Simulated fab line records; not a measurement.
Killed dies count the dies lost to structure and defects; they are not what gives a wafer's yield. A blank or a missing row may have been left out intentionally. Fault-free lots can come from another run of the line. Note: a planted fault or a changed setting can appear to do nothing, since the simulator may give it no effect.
What tool caused it?	flow n5 finfet	9 lots with 27 wafers sampled at 5 steps, on a route of 1938 steps

== WHAT EACH GAUGE READ, for each wafer ==
N5_BEOL_M4_RC_MEAS_101. Usual: DIBL_N 36.0 mV/V, standard deviation 1.3; DIBL_P 36.2 mV/V, standard deviation 1.7; IOFF_N 0.155 nA/um, standard deviation 0.024; IOFF_P 0.21 nA/um, standard deviation 0.034; ION_N 674 uA/um, standard deviation 9; ION_P 463 uA/um, standard deviation 7.1; SS_N 71.4 mV/dec, standard deviation 0.5; SS_P 73.4 mV/dec, standard deviation 0.57; VT_N 250.0 mV, standard deviation 2.8; VT_P -251 mV, standard deviation 3.2.
lot	measured	on	DIBL_N (mV/V)	DIBL_P (mV/V)	IOFF_N (nA/um)	IOFF_P (nA/um)	ION_N (uA/um)	ION_P (uA/um)	SS_N (mV/dec)	SS_P (mV/dec)	VT_N (mV)	VT_P (mV)	flag
L949	day 9 19:06	prober-01	34.4 32.8 34.7	34.2 32.1 34.6	0.113 0.097 0.123	0.17 0.14 0.18	654 654 664	457 454 460	70.8 70.5 71.1	72.5 72.9 73.6	255.3 255.2 254.6	-254 -256 -253	
L950	day 11 04:40	prober-01	35.0 37.0 36.8	35.0 37.2 37.1	0.125 0.158 0.155	0.17 0.20 0.20	663 673 667	455 454 458	71.2 72.1 71.5	73.1 73.6 73.3	253.3 252.0 248.5	-254 -251 -251	
L953	day 11 18:32	prober-01	36.0 36.1 35.8	37.6 37.5 36.5	0.164 0.170 0.153	0.23 0.24 0.21	681 684 684	467 474 473	71.3 71.3 71.1	73.5 72.8 73.8	247.5 249.1 250.3	-249 -248 -250	
L956	day 12 05:06	prober-01	37.7 35.2 38.3	38.9 34.5 39.2	0.166 0.118 0.181	0.21 0.15 0.22	681 655 676	468 447 467	72.4 71.3 71.6	73.9 72.2 73.0	249.4 251.3 248.6	-251 -257 -251	
L958	day 12 12:08	prober-01	37.8 35.8 36.3	37.2 35.1 35.3	0.186 0.156 0.159	0.20 0.18 0.18	682 681 671	457 458 460	72.0 70.8 70.4	73.3 73.1 73.6	248.8 248.2 250.2	-254 -255 -255	
L960	day 13 01:10	prober-01	35.9 33.2 36.0	37.4 34.1 37.1	0.173 0.126 0.177	0.21 0.17 0.22	678 670 688	460 463 471	71.4 70.8 71.2	73.1 72.8 73.1	248.6 253.2 248.4	-249 -251 -249	
L963	day 13 22:28	prober-01	34.8 34.8 34.4	35.8 36.5 35.5	0.141 0.150 0.139	0.19 0.21 0.19	666 667 662	463 464 457	72.3 72.2 71.7	73.6 72.3 73.4	248.4 252.6 248.3	-253 -249 -251	
L965	day 14 07:26	prober-02	38.0 36.2 36.5	38.0 36.0 35.8	0.180 0.142 0.143	0.24 0.20 0.20	680 664 667	466 459 463	71.8 71.0 71.7	73.8 73.3 73.8	249.6 249.0 253.3	-252 -252 -252	
L972	day 15 11:43	prober-01	35.7 34.8 34.3	34.9 34.3 34.5	0.135 0.120 0.121	0.20 0.19 0.19	676 668 664	464 464 464	70.9 71.0 70.4	73.0 72.4 72.5	251.9 255.6 253.3	-251 -249 -250	

N5_BEOL_M15_CD_MEAS_10 targets a cd of 360 nm. Usual: cd nm at 360.6 nm, with a standard deviation of 1.1.
lot	measured	on	cd nm (nm)	flag
L949	day 13 02:31	cd sem-03	362.3 360.9 360.0	
L950	day 14 07:39	cd sem-01	360.3 360.7 360.4	
L953	day 15 08:01	cd sem-03	360.4 361.1 361.3	
L956	day 15 17:37	cd sem-03	360.5 361.7 361.8	
L958	day 15 19:59	cd sem-02	361.6 360.2 359.6	
L960	day 16 23:17	cd sem-01	362.5 361.4 363.4	
L963	day 17 08:35	cd sem-03	360.0 411.4 361.7	OFF
L965	day 17 19:35	cd sem-03	409.6 360.3 409.4	OFF
L972	day 19 04:23	cd sem-03	361.0 361.7 359.3	

N5_BEOL_M15_INSPECT_12: inspects for defects (macro). Usual: raw defect count at 1.9, with a standard deviation of 1.3.
lot	measured	on	raw defect count	flag
L949	day 13 02:34	defect inspect-01	2 2 0	
L950	day 14 07:42	defect inspect-01	1 3 0	
L953	day 15 08:05	defect inspect-02	5 4 3	
L956	day 15 17:53	defect inspect-02	5 2 1	
L958	day 15 20:02	defect inspect-01	7 4 3	
L960	day 16 23:20	defect inspect-02	3 1 2	
L963	day 17 08:38	defect inspect-02	1 3 2	
L965	day 17 19:38	defect inspect-02	1 2 1	
L972	day 19 04:26	defect inspect-02	4 1 0	

== WHICH TOOL RAN EACH LOT (tool, then ch and the chambers of the sampled wafers, then the start) ==
lot	N5_BEOL_M14_DESCUM_33	N5_BEOL_M15_EXPOSE_07
L949	rie diel-02 ch 1,2,3, day 12 18:27	krf scanner-01 ch 0, day 13 02:20
L950	rie diel-02 ch 0,1,3, day 14 02:07	krf scanner-01 ch 0, day 14 07:29
L953	rie diel-05 ch 0,1, day 15 03:30	krf scanner-02 ch 0, day 15 07:51
L956	rie diel-05 ch 0,1,3, day 15 14:38	krf scanner-02 ch 0, day 15 17:27
L958	rie diel-04 ch 0,1,3, day 15 15:11	krf scanner-02 ch 0, day 15 19:49
L960	rie diel-04 ch 0,1,3, day 16 18:13	krf scanner-02 ch 0, day 16 23:07
L963	rie diel-04 ch 0,1, day 17 04:01	krf scanner-02 ch 0, day 17 08:25
L965	rie diel-02 ch 0,2, day 17 16:19	krf scanner-02 ch 0, day 17 19:25
L972	rie diel-05 ch 1,2,3, day 19 01:01	krf scanner-01 ch 0, day 19 04:12
- N5_BEOL_M14_DESCUM_33: chemistry O2, time 7.9 s.
- N5_BEOL_M15_EXPOSE_07: exposes mask V14.

== AS READ BY THE TOOLS THEMSELVES (means over the sampled wafers that have a number; for cases with no such wafer, the mark the record gives instead) ==
N5_BEOL_M14_DESCUM_33. Usual: drypump motor current A 5.8 A (standard deviation 0.43); o2 flow sccm 225.0 sccm (standard deviation 0.72); oes product au 0.81 a.u. (standard deviation 0.097); rf fwd power W 49.36 W (standard deviation 0.2); rf vpp V 243.1 V (standard deviation 1); showerhead plenum p Torr 2.08 Torr (standard deviation 0.039); throttle valve pct 20.31 % (standard deviation 0.23).
lot	tool	drypump motor current A (A)	o2 flow sccm (sccm)	oes product au (a.u.)	rf fwd power W (W)	rf vpp V (V)	showerhead plenum p Torr (Torr)	throttle valve pct (%)	flag
L949	rie diel-02	5.5	225.1	0.79	49.29	243.9	2.09	20.48	
L950	rie diel-02	5.9	225.0	0.81	49.15	242.9	2.10	20.40	
L953	rie diel-05	6.2	225.7	0.73	49.30	242.6	2.06	20.43	
L956	rie diel-05	6.0	224.3	0.73	49.37	243.7	2.09	20.40	
L958	rie diel-04	5.5	225.0	0.90	49.43	243.7	2.10	20.09	
L960	rie diel-04	5.6	225.2	0.88	49.57	243.9	2.10	20.12	
L963	rie diel-04	5.5	225.0	0.87	49.48	243.5	2.10	20.04	
L965	rie diel-02	5.8	225.4	0.73	49.25	242.6	2.09	20.60	
L972	rie diel-05	5.8	225.3	0.87	49.27	243.4	2.07	20.13	

== THE ANSWER, worked out from the rows above alone ==
Rule: a lot is off if the mean of its wafers that have a number lies more than 3 standard deviations from the usual mean. Also off: a lot with no number at a reading for which 4 or more lots have one. Where the step has rows for the other lots, those lots are counted as sound. First the gauges in route order, then the tools' own readings, where a lot's mean is used as printed above. The first step at which some lot is off is used, and at that step the reading that is off furthest; a lot without a number counts as furthest.
Off: L963, L965, at N5_BEOL_M15_CD_MEAS_10 (cd nm).
A tool fits if, at a process step before that reading, it ran every lot that is off, and no sound lot after the first of them. Those tools and the gauges at N5_BEOL_M15_CD_MEAS_10 are tried in the same way. One fits: krf scanner-02 at N5_BEOL_M15_EXPOSE_07. Its last sound lot is L960 (day 16 23:07), its first lot that is off L963 (day 17 08:25): a fault that began between those two fits.

== WHAT THE SIMULATOR HAD PUT IN ==
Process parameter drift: krf scanner-02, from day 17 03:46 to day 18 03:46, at N5_BEOL_M15_EXPOSE_07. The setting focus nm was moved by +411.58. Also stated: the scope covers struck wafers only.
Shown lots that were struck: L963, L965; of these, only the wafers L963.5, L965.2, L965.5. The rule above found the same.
